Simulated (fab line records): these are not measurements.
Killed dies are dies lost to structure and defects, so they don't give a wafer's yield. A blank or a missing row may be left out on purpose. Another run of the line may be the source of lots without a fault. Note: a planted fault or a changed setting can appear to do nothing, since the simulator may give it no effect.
fab line records + flow n5-finfet
[record]
- lots = 6
- wafers = 18
- last-day = 17
route steps=1938 shown BEOL_M7@1308 PASSIVATION@1936
lots with no fault: from the same line, run without faults
start-h: the number of hours between the record's first day and the start of the first shown wafer of the lot + wait-h: time in hours since the lot's previous step + " same as the row above + L1.1+2: one row covering several wafers at once + - no value, or no start was given + * or withheld: withheld + < > ~ a bound
route shown NAME@n: names a module that has steps shown in the file, with the first one's number in the route + usual: the fault-free wafers' mean and standard deviation + same: alike in all rows + chamber/n: place in a boat + sites: each site's reading + _std_site: standard deviation of those values + _edge_site: the outer-site mean with the inner-site mean subtracted + radius-mm: for every site, how far away it sits from the centre of the wafer + mask NAME#n: copy n + behind: the last tool/chamber to shape the wafer + hold: reason for holding the lot/hours on hold/outcome of the hold + device: transistor that didn't switch, given as n, p or np + end of line: the same wafers' tests at the end of the route + step lacking rows: just its recipe + killed: not the wafer's yield, but the dies lost to structure and defects at the first sort + map: a wafer's dies, marking killed ones x, the rest . and places with no die _
set.NAME: the setting the step ran with; set.NAME@STEP: the setting that earlier step ran with + model.NAME: the simulator's own value behind a step, which no gauge read
lots at selected steps of the route; one table per step, one row per wafer
services: from which hour (start-h, from the record's first day; less than 0 if before it) a tool's chamber was out of use, for how many hours, and why
[[steps]]
[step N5_BEOL_M7_TRENCH_ETCH_37]
[recipe]
- chemistry = C4F6/O2
- target-depth-a = 934.78
- target = SiCOH_lowk
- time-s = 31.2
- ion-energy-ev = 250
- pressure-mtorr = 30
- source-w = 345
- bias-w = 185
- Ar_flow_sccm = 300
- C4F6_flow_sccm = 10
- O2_flow_sccm = 10
[usual]
- drypump-motor-current-A = 5.8/0.38
- oes_f_703_au = 0.78/0.1
- oes_o_777_au = 0.79/0.1
- oes-product-au = 0.77/0.095
- rf-vpp-V = 659/23
- showerhead-plenum-p-Torr = 2.85/0.081
- throttle-valve-pct = 20.9/0.31
| lot.wafer | tool        | chamber | start-h | wait-h | drypump-motor-current-A | oes_f_703_au | oes_o_777_au | oes-product-au | rf-hours-counter-h | rf-vpp-V | showerhead-plenum-p-Torr | throttle-valve-pct |
|-----------|-------------|---------|---------|--------|-------------------------|--------------|--------------|----------------|--------------------|----------|--------------------------|--------------------|
| L701.2    | rie-diel-01 | 2       | -       | -      | 5.5                     | 0.85         | 0.84         | 0.84           | 81                 | 681      | 2.86                     | 21.1               |
| L701.4    | "           | 1       | "       | "      | 5.7                     | 1.02         | 1.02         | 0.95           | -                  | 620      | 2.78                     | 20.4               |
| L701.5    | "           | 0       | "       | "      | 5.1                     | 0.75         | 0.75         | 0.73           | -                  | 648      | 2.95                     | 20.9               |
| L708.1    | rie-diel-02 | 1       | -       | -      | 5.7                     | 0.71         | 0.73         | 0.69           | 215                | 635      | 2.73                     | 21.3               |
| L708.4    | "           | 3       | "       | "      | 5.7                     | 0.66         | 0.66         | 0.68           | 233                | 694      | 2.79                     | 21.4               |
| L708.6    | "           | 2       | "       | "      | 6.0                     | 0.73         | 0.74         | 0.73           | -                  | 660      | 2.95                     | 21.1               |
| L710.2    | rie-diel-03 | 2       | -       | -      | 6.4                     | 0.73         | 0.74         | 0.72           | 189                | 674      | 2.82                     | 20.9               |
| L710.5    | "           | 0       | "       | "      | 6.1                     | 0.73         | 0.73         | 0.72           | -                  | 646      | 2.93                     | 20.7               |
| L710.6    | "           | 1       | "       | "      | 5.7                     | 0.71         | 0.71         | 0.71           | -                  | 652      | 2.81                     | 21.2               |
| L714.3    | rie-diel-02 | 0       | -       | -      | 5.9                     | 0.93         | 0.93         | 0.92           | 18                 | 697      | 2.88                     | 20.5               |
| L714.4    | "           | 1       | "       | "      | 5.7                     | 0.71         | 0.73         | 0.69           | 222                | 635      | 2.72                     | 21.3               |
| L714.6    | "           | 1       | "       | "      | 5.7                     | 0.71         | 0.72         | 0.68           | -                  | 635      | 2.72                     | 21.3               |
| L719.2    | rie-diel-01 | 2       | -       | -      | 5.4                     | 0.80         | 0.81         | 0.82           | 116                | 681      | 2.84                     | 21.2               |
| L719.5    | "           | 0       | "       | "      | 5.1                     | 0.73         | 0.73         | 0.70           | -                  | 648      | 2.94                     | 21.0               |
| L719.6    | "           | 1       | "       | "      | 5.7                     | 0.94         | 0.94         | 0.88           | -                  | 620      | 2.77                     | 20.4               |
| L720.2    | rie-diel-01 | 2       | -       | -      | 5.4                     | 0.80         | 0.80         | 0.80           | 118                | 681      | 2.84                     | 21.1               |
| L720.5    | "           | 2       | "       | "      | 5.4                     | 0.81         | 0.80         | 0.81           | -                  | 680      | 2.84                     | 21.1               |
| L720.6    | "           | 1       | "       | "      | 5.6                     | 0.93         | 0.94         | 0.87           | -                  | 621      | 2.77                     | 20.5               |
[step N5_BEOL_M7_ETCH_41]
[recipe]
- chemistry = CH3F/O2
- target = SiCN
- target-depth-a = 319
- taper-deg = 2
- time-s = 57.8
- ion-energy-ev = 120
- mask-material = TiN
- pressure-mtorr = 30
- source-w = 395
- bias-w = 75
- Ar_flow_sccm = 150
- CH3F_flow_sccm = 30
- O2_flow_sccm = 20
[step N5_BEOL_M7_STRIP_80]
[recipe]
- chemistry = N2/H2
- time-s = 10
- power-w = 450
- temp-c = 40
- pressure-mtorr = 20
- rf-frequency-hz = 6e+07
- bias-power-w = 7
- n2-flow-sccm = 200
- h2-flow-sccm = 200
[step N5_BEOL_M7_OCD_MEAS_38]
[usual]
- trench-depth-nm = 93.5/2.5
| lot.wafer | tool   | chamber | start-h | wait-h | trench-depth-nm |
|-----------|--------|---------|---------|--------|-----------------|
| L701.2    | ocd-01 | -       | 224.16  | -      | 95.4            |
| L701.4    | "      | -       | "       | "      | 92.0            |
| L701.5    | "      | -       | "       | "      | 95.3            |
| L708.1    | ocd-01 | -       | 255.80  | -      | 90.3            |
| L708.4    | "      | -       | "       | "      | 96.1            |
| L708.6    | "      | -       | "       | "      | 93.3            |
| L710.2    | ocd-02 | -       | 264.97  | -      | 93.0            |
| L710.5    | "      | -       | "       | "      | 89.8            |
| L710.6    | "      | -       | "       | "      | 91.3            |
| L714.3    | ocd-01 | -       | 282.72  | -      | 98.1            |
| L714.4    | "      | -       | "       | "      | 89.6            |
| L714.6    | "      | -       | "       | "      | 90.6            |
| L719.2    | ocd-02 | -       | 320.08  | -      | 95.7            |
| L719.5    | "      | -       | "       | "      | 95.4            |
| L719.6    | "      | -       | "       | "      | 92.6            |
| L720.2    | ocd-01 | -       | 324.83  | -      | 94.7            |
| L720.5    | "      | -       | "       | "      | 95.9            |
| L720.6    | "      | -       | "       | "      | 93.2            |
[step N5_BEOL_M7_HM_STRIP_39]
[recipe]
- chemistry = peroxide-tin-strip
- material = TiN
- target-depth-a = 250
- temp-c = 50
- time-s = 158
[step N5_BEOL_M7_SRD_40]
[recipe]
- time-s = 30
- temp-c = 23
- rinse-liquid = diw
- dry = ipa-marangoni
[step N5_BEOL_M7_PRECLEAN_42]
[recipe]
- chemistry = residue-remover
- time-s = 60
- temp-c = 40
[step N5_BEOL_M7_SRD_43]
[recipe]
- time-s = 30
- temp-c = 23
- rinse-liquid = diw
- dry = ipa-marangoni
[step N5_BEOL_M7_CD_MEAS_35]
[recipe]
- target-cd-nm = 40
- polarity = opening
[usual]
- cd-nm = 39.7/0.76
| lot.wafer | tool      | chamber | start-h | wait-h | cd-nm |
|-----------|-----------|---------|---------|--------|-------|
| L701.2    | cd-sem-03 | -       | 224.35  | 0.0    | 38.8  |
| L701.4    | "         | -       | "       | "      | 38.0  |
| L701.5    | "         | -       | "       | "      | 40.3  |
| L708.1    | cd-sem-02 | -       | 255.96  | 0.0    | 39.4  |
| L708.4    | "         | -       | "       | "      | 39.1  |
| L708.6    | "         | -       | "       | "      | 40.1  |
| L710.2    | cd-sem-03 | -       | 265.13  | 0.0    | 40.7  |
| L710.5    | "         | -       | "       | "      | 39.7  |
| L710.6    | "         | -       | "       | "      | 38.8  |
| L714.3    | cd-sem-03 | -       | 282.87  | 0.0    | 39.1  |
| L714.4    | "         | -       | "       | "      | 39.0  |
| L714.6    | "         | -       | "       | "      | 38.5  |
| L719.2    | cd-sem-02 | -       | 320.23  | 0.0    | 39.3  |
| L719.5    | "         | -       | "       | "      | 40.3  |
| L719.6    | "         | -       | "       | "      | 39.0  |
| L720.2    | cd-sem-03 | -       | 324.99  | 0.0    | 39.7  |
| L720.5    | "         | -       | "       | "      | 39.8  |
| L720.6    | "         | -       | "       | "      | 40.4  |
[step N5_BEOL_M7_CURE_75]
[recipe]
- temp-c = 370
- time-s = 120
- ambient = DMADMS/He
- material = SiCOH_lowk
[usual]
- lamp-power-pct = 52.31/0.06
- wafer_temp_C_max = 372.1/0.62
| lot.wafer | tool       | chamber | start-h | wait-h | lamp-power-pct | wafer_temp_C_max |
|-----------|------------|---------|---------|--------|----------------|------------------|
| L701.2    | uv-cure-01 | 0       | 224.44  | 0.1    | 52.29          | 372.0            |
| L701.4    | "          | 0       | "       | "      | 52.35          | 372.5            |
| L701.5    | "          | 0       | "       | "      | 52.34          | 372.1            |
| L708.1    | uv-cure-02 | 1       | 256.01  | 0.0    | 52.27          | 372.1            |
| L708.4    | "          | 1       | "       | "      | 52.32          | 371.5            |
| L708.6    | "          | 1       | "       | "      | 52.40          | 372.1            |
| L710.2    | uv-cure-01 | 1       | 265.22  | 0.1    | 52.31          | 371.9            |
| L710.5    | "          | 1       | "       | "      | 52.24          | 372.8            |
| L710.6    | "          | 1       | "       | "      | 52.29          | 371.7            |
| L714.3    | uv-cure-02 | 0       | 283.01  | 0.1    | 52.44          | 371.0            |
| L714.4    | "          | 0       | "       | "      | 52.25          | 371.6            |
| L714.6    | "          | 0       | "       | "      | 52.34          | 371.8            |
| L719.2    | uv-cure-01 | 1       | 320.32  | 0.1    | 52.20          | 371.0            |
| L719.5    | "          | 1       | "       | "      | 52.31          | 371.8            |
| L719.6    | "          | 1       | "       | "      | 52.37          | 371.6            |
| L720.2    | uv-cure-03 | 1       | 325.08  | 0.1    | 52.38          | 371.4            |
| L720.5    | "          | 1       | "       | "      | 52.25          | 371.7            |
| L720.6    | "          | 1       | "       | "      | 52.25          | 371.8            |
[step N5_BEOL_M7_DEGAS_44]
[recipe]
- ambient = vacuum
- temp-c = 250
- time-s = 60
[usual]
- heater-power-w = 347/54
- susceptor-temp-C = 250.02/0.19
| lot.wafer | tool           | chamber | start-h | wait-h | heater-power-w | susceptor-temp-C |
|-----------|----------------|---------|---------|--------|----------------|------------------|
| L701.2    | pvd-sputter-02 | -       | 225.15  | 0.7    | 414            | 249.80           |
| L701.4    | "              | -       | "       | "      | 240            | 249.72           |
| L701.5    | "              | -       | "       | "      | 320            | 249.82           |
| L708.1    | pvd-sputter-02 | -       | 256.50  | 0.4    | 377            | 249.66           |
| L708.4    | "              | -       | "       | "      | 244            | 250.24           |
| L708.6    | "              | -       | "       | "      | 426            | 249.99           |
| L710.2    | pvd-sputter-02 | -       | 265.78  | 0.5    | 315            | 249.85           |
| L710.5    | "              | -       | "       | "      | 394            | 250.36           |
| L710.6    | "              | -       | "       | "      | 422            | 250.46           |
| L714.3    | pvd-sputter-03 | -       | 283.87  | 0.8    | 441            | 249.81           |
| L714.4    | "              | -       | "       | "      | 279            | 250.01           |
| L714.6    | "              | -       | "       | "      | 269            | 249.92           |
| L719.2    | pvd-sputter-01 | -       | 320.66  | 0.3    | 326            | 249.87           |
| L719.5    | "              | -       | "       | "      | 345            | 249.99           |
| L719.6    | "              | -       | "       | "      | 322            | 250.23           |
| L720.2    | pvd-sputter-02 | -       | 325.63  | 0.5    | 382            | 250.15           |
| L720.5    | "              | -       | "       | "      | 374            | 250.33           |
| L720.6    | "              | -       | "       | "      | 414            | 250.14           |
[step N5_BEOL_M7_PRE_CLEAN_45]
[recipe]
- gas = H2/He
- time-s = 30
- temp-c = 250
[usual]
- heater-power-w = 347/54
- susceptor-temp-C = 250.00/0.19
| lot.wafer | tool           | chamber | start-h | wait-h | heater-power-w | susceptor-temp-C |
|-----------|----------------|---------|---------|--------|----------------|------------------|
| L701.2    | pvd-sputter-02 | -       | 225.19  | 0.0    | 420            | 250.26           |
| L701.4    | "              | -       | "       | "      | 240            | 249.81           |
| L701.5    | "              | -       | "       | "      | 321            | 250.04           |
| L708.1    | pvd-sputter-02 | -       | 256.54  | 0.0    | 376            | 249.71           |
| L708.4    | "              | -       | "       | "      | 244            | 249.91           |
| L708.6    | "              | -       | "       | "      | 415            | 250.15           |
| L710.2    | pvd-sputter-02 | -       | 265.82  | 0.0    | 317            | 250.11           |
| L710.5    | "              | -       | "       | "      | 390            | 250.26           |
| L710.6    | "              | -       | "       | "      | 419            | 249.92           |
| L714.3    | pvd-sputter-03 | -       | 283.91  | 0.0    | 421            | 249.94           |
| L714.4    | "              | -       | "       | "      | 268            | 250.37           |
| L714.6    | "              | -       | "       | "      | 266            | 250.28           |
| L719.2    | pvd-sputter-01 | -       | 320.70  | 0.0    | 333            | 249.90           |
| L719.5    | "              | -       | "       | "      | 326            | 250.12           |
| L719.6    | "              | -       | "       | "      | 328            | 250.02           |
| L720.2    | pvd-sputter-02 | -       | 325.67  | 0.0    | 385            | 249.70           |
| L720.5    | "              | -       | "       | "      | 380            | 249.72           |
| L720.6    | "              | -       | "       | "      | 429            | 250.07           |
[step N5_BEOL_M7_ALD_77]
[recipe]
- material = TaN
- target-thk-a = 20
- temp-c = 275
- ald-precursor-family = PDMAT
- ald-co-reactant = NH3
- pressure-torr = 3
- carrier-flow-sccm = 1500
- pulse-time-s = 2
- purge-time-s = 3
- co-reactant-purge-time-s = 2
- co-reactant-pulse-time-s = 3
- ald-cycles = 40
- precursor-vessel-temp-c = 75
- precursor-vessel-pressure-torr = 26.25
- precursor-vessel-carrier-sccm = 1000
[usual]
- ald-cycles = 40/0
- heater-power-w = 394/33
- susceptor-temp-C = 274.99/0.16
| lot.wafer | tool         | chamber | start-h | wait-h | ald-cycles | heater-power-w | susceptor-temp-C |
|-----------|--------------|---------|---------|--------|------------|----------------|------------------|
| L701.2    | ald-metal-04 | 3       | 225.25  | 0.0    | 40         | 435            | 274.77           |
| L701.4    | "            | 0       | "       | "      | 40         | 420            | 274.75           |
| L701.5    | "            | 3       | "       | "      | 40         | 436            | 274.69           |
| L708.1    | ald-metal-02 | 3       | 256.60  | 0.0    | 40         | 434            | 274.85           |
| L708.4    | "            | 1       | "       | "      | 40         | 350            | 275.13           |
| L708.6    | "            | 3       | "       | "      | 40         | 435            | 275.07           |
| L710.2    | ald-metal-02 | 1       | 265.90  | 0.1    | 40         | 348            | 275.03           |
| L710.5    | "            | 2       | "       | "      | 44         | 414            | 275.23           |
| L710.6    | "            | 1       | "       | "      | 40         | 337            | 274.87           |
| L714.3    | ald-metal-02 | 2       | 283.97  | 0.0    | 40         | 411            | 275.09           |
| L714.4    | "            | 3       | "       | "      | 44         | 441            | 274.88           |
| L714.6    | "            | 1       | "       | "      | 40         | 345            | 275.11           |
| L719.2    | ald-metal-04 | 0       | 320.76  | 0.0    | 40         | 420            | 275.08           |
| L719.5    | "            | 0       | "       | "      | 40         | 421            | 274.92           |
| L719.6    | "            | 3       | "       | "      | 40         | 446            | 275.03           |
| L720.2    | ald-metal-01 | 0       | 325.73  | 0.0    | 40         | 393            | 275.05           |
| L720.5    | "            | 0       | "       | "      | 40         | 393            | 275.18           |
| L720.6    | "            | 2       | "       | "      | 40         | 366            | 274.82           |
[step N5_BEOL_M7_SURFACE_TREAT_79]
[recipe]
- gas = Ar
- time-s = *
- ion-energy-ev = *
- ion-current-ma-cm2 = 0.5
- pressure-mtorr = *
- ar-flow-sccm = 30
[usual]
- throttle-valve-pct = *
| lot.wafer | tool           | chamber | start-h | wait-h | throttle-valve-pct |
|-----------|----------------|---------|---------|--------|--------------------|
| L701.2    | pvd-sputter-01 | -       | 226.32  | 0.9    | *                  |
| L701.4    | "              | -       | "       | "      | *                  |
| L701.5    | "              | -       | "       | "      | *                  |
| L708.1    | pvd-sputter-03 | -       | 257.12  | 0.4    | *                  |
| L708.4    | "              | -       | "       | "      | *                  |
| L708.6    | "              | -       | "       | "      | *                  |
| L710.2    | pvd-sputter-02 | -       | 266.34  | 0.3    | *                  |
| L710.5    | "              | -       | "       | "      | *                  |
| L710.6    | "              | -       | "       | "      | *                  |
| L714.3    | pvd-sputter-03 | -       | 284.29  | 0.2    | *                  |
| L714.4    | "              | -       | "       | "      | *                  |
| L714.6    | "              | -       | "       | "      | *                  |
| L719.2    | pvd-sputter-01 | -       | 321.14  | 0.2    | *                  |
| L719.5    | "              | -       | "       | "      | *                  |
| L719.6    | "              | -       | "       | "      | *                  |
| L720.2    | pvd-sputter-02 | -       | 326.07  | 0.2    | *                  |
| L720.5    | "              | -       | "       | "      | *                  |
| L720.6    | "              | -       | "       | "      | *                  |
[step N5_PASSIVATION_PROBE_49]
[usual]
- defect-limited-yield = 91.4/1.5
- killed_at_M0_to_M3 = 36/11
- killed_at_M4_up = 14/6
- killed-at-contacts = 11/6
- killed-at-front-end = 37/11
- killed-at-other = 4/3.4
- killed-dies = 102/18
- killed-open = 66/13
- killed-short = 34/7.8
- sort_bin_4_leakage = 0.00/0.017
- sort_bin_5_function = 5.0/0.97
- sort_bin_6_memory = 3.2/0.7
- sort-n-pass = 1078/19
- sort-yield-pct = 91.3/1.6
[same]
- gross-dies = 1180
- killed-at-back-side = 0
- sort_bin_8_speed[%] = 0
| lot.wafer | tool      | chamber | start-h | wait-h | defect-limited-yield[%] | killed_at_M0_to_M3 | killed_at_M4_up | killed-at-contacts | killed-at-front-end | killed-at-other | killed-dies | killed-open | killed-short | sort_bin_4_leakage[%] | sort_bin_5_function[%] | sort_bin_6_memory[%] | sort-n-pass | sort-yield-pct[%] |
|-----------|-----------|---------|---------|--------|-------------------------|--------------------|-----------------|--------------------|---------------------|-----------------|-------------|-------------|--------------|-----------------------|------------------------|----------------------|-------------|-------------------|
| L701.2    | prober-02 | -       | 306.45  | 0.1    | 93.6                    | 18                 | 6               | 20                 | 26                  | 6               | 76          | 46          | 28           | 0                     | 4.2                    | 1.6                  | 1104        | 93.6              |
| L701.4    | prober-02 | -       | 306.55  | 0.2    | 91.5                    | 37                 | 11              | 16                 | 32                  | 4               | 100         | 70          | 28           | 0                     | 5.0                    | 3.2                  | 1080        | 91.5              |
| L701.5    | prober-02 | -       | 306.60  | 0.2    | 90.0                    | 33                 | 19              | 17                 | 42                  | 7               | 118         | 73          | 44           | 0                     | 5.7                    | 3.5                  | 1062        | 90.0              |
| L708.1    | prober-01 | -       | 332.17  | 0.0    | 88.6                    | 45                 | 20              | 10                 | 58                  | 2               | 135         | 89          | 46           | 0                     | 7.1                    | 3.8                  | 1045        | 88.6              |
| L708.4    | prober-01 | -       | 332.32  | 0.2    | 91.1                    | 50                 | 9               | 8                  | 37                  | 1               | 105         | 70          | 31           | 0                     | 4.7                    | 3.6                  | 1075        | 91.1              |
| L708.6    | prober-01 | -       | 332.42  | 0.3    | 92.2                    | 54                 | 9               | 5                  | 21                  | 3               | 92          | 61          | 29           | 0                     | 4.8                    | 2.6                  | 1088        | 92.2              |
// killed by level:class
L701.2 MOL_CONTACT_COAG:geometric-particle:open=15 FIN_SAQP:geometric-particle:short=6 DUMMY_GATE:geometric-particle:open=6 BEOL_M0_SAQP:geometric-particle:short=6 MOL_CONTACT_COAG:geometric-particle:short=5 BEOL_M3:geometric-particle:open=4 BEOL_M0_SAQP:geometric-particle:open=3 BEOL_M1:geometric-particle:open=3
L701.4 MOL_CONTACT_COAG:geometric-particle:open=15 BEOL_M3:geometric-particle:open=14 BEOL_M0_SAQP:geometric-particle:open=7 BEOL_M1:geometric-particle:open=7 DUMMY_GATE:geometric-particle:open=5 GATE_CUT:geometric-particle:short=5 STARTING-WAFER:geometric-particle:open=5 STI_FIN_REVEAL:geometric-particle:open=4
L701.5 MOL_CONTACT_COAG:geometric-particle:open=14 STI_FIN_REVEAL:geometric-particle:open=9 BEOL_M4:geometric-particle:open=9 GATE_CUT:geometric-particle:short=8 BEOL_M0_SAQP:geometric-particle:open=8 BEOL_M0_SAQP:geometric-particle:short=8 BEOL_M3:geometric-particle:open=6 STI_FIN_REVEAL:geometric-particle:short=5
L708.1 FIN_SAQP:geometric-particle:open=15 BEOL_M0_SAQP:geometric-particle:short=13 FIN_SAQP:geometric-particle:short=12 BEOL_M1:geometric-particle:open=11 STI_FIN_REVEAL:geometric-particle:open=9 MOL_CONTACT_COAG:geometric-particle:open=9 BEOL_M2:geometric-particle:open=9 BEOL_M8:geometric-particle:open=8
L708.4 BEOL_M1:geometric-particle:open=23 BEOL_M0_SAQP:geometric-particle:short=12 FIN_SAQP:geometric-particle:open=9 MOL_CONTACT_COAG:geometric-particle:open=8 BEOL_M0_SAQP:geometric-particle:open=8 GATE_CUT:geometric-particle:open=5 GATE_CUT:geometric-particle:short=5 STI_FIN_REVEAL:geometric-particle:open=3
L708.6 BEOL_M1:geometric-particle:open=15 BEOL_M0_SAQP:geometric-particle:open=12 BEOL_M0_SAQP:geometric-particle:short=8 FIN_SAQP:geometric-particle:open=6 STI_FIN_REVEAL:geometric-particle:open=5 BEOL_M3:geometric-particle:short=5 MOL_CONTACT_COAG:geometric-particle:open=4 BEOL_M2:geometric-particle:open=4
[[services]]
| tool           | chamber | start-h | hours | kind                          |
|----------------|---------|---------|-------|-------------------------------|
| rie-diel-02    | 0       | 201.57  | -     | clean                         |
| rie-diel-02    | 0       | 201.57  | -     | consumable-replace:focus-ring |
| rie-diel-02    | 0       | 201.57  | 21.2  | scheduled-down                |
| ald-metal-04   | 0       | 204.36  | 3.7   | repair                        |
| rie-diel-01    | 3       | 213.02  | 48.6  | repair                        |
| ald-metal-04   | -       | 213.20  | 1.4   | repair                        |
| rie-diel-03    | 0       | 216.61  | 2.9   | repair                        |
| ald-metal-04   | 1       | 218.46  | 9.2   | repair                        |
| uv-cure-02     | -       | 240.52  | 1.9   | repair                        |
| ald-metal-02   | 3       | 258.02  | 4.0   | repair                        |
| rie-diel-01    | 3       | 261.78  | -     | clean                         |
| rie-diel-01    | 3       | 261.78  | -     | consumable-replace:focus-ring |
| rie-diel-01    | 3       | 261.78  | 18.0  | scheduled-down                |
| rie-diel-01    | 3       | 261.78  | 18.0  | vent-cycle                    |
| ald-metal-02   | -       | 277.69  | 2.8   | pm                            |
| uv-cure-01     | -       | 282.81  | 2.1   | pm                            |
| rie-diel-03    | -       | 283.25  | 0.1   | repair                        |
| uv-cure-03     | -       | 286.17  | 2.1   | pm                            |
| uv-cure-02     | -       | 296.72  | 1.0   | pm                            |
| rie-diel-03    | 1       | 299.40  | 1.6   | repair                        |
| rie-diel-02    | 1       | 311.81  | 7.9   | repair                        |
| rie-diel-02    | 3       | 314.33  | 6.4   | repair                        |
| ald-metal-01   | 1       | 318.31  | 25.0  | repair                        |
| pvd-sputter-02 | -       | 321.23  | 1.2   | repair                        |
[[key]]
[first-sign]
- step = N5_BEOL_M7_ALD_77
- reading = ald-cycles
- direction = up
- sigmas = 99+
- usual = *
- struck = *
effect none on later readings
met-at N5_BEOL_M7_ALD_77
struck-wafers L710.5,L714.4
onset-between 256.60 265.90
[fault]
- kind = process-parameter-drift
- tool = ald-metal-02
- chamber = -
- onset-h = 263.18
- steps = N5_BEOL_M7_ALD_77
- channel = ald-cycles
- offset = *
- shape = step
- end-h = 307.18
- scope = struck-wafers-only
- acts-in = *
- stated = *
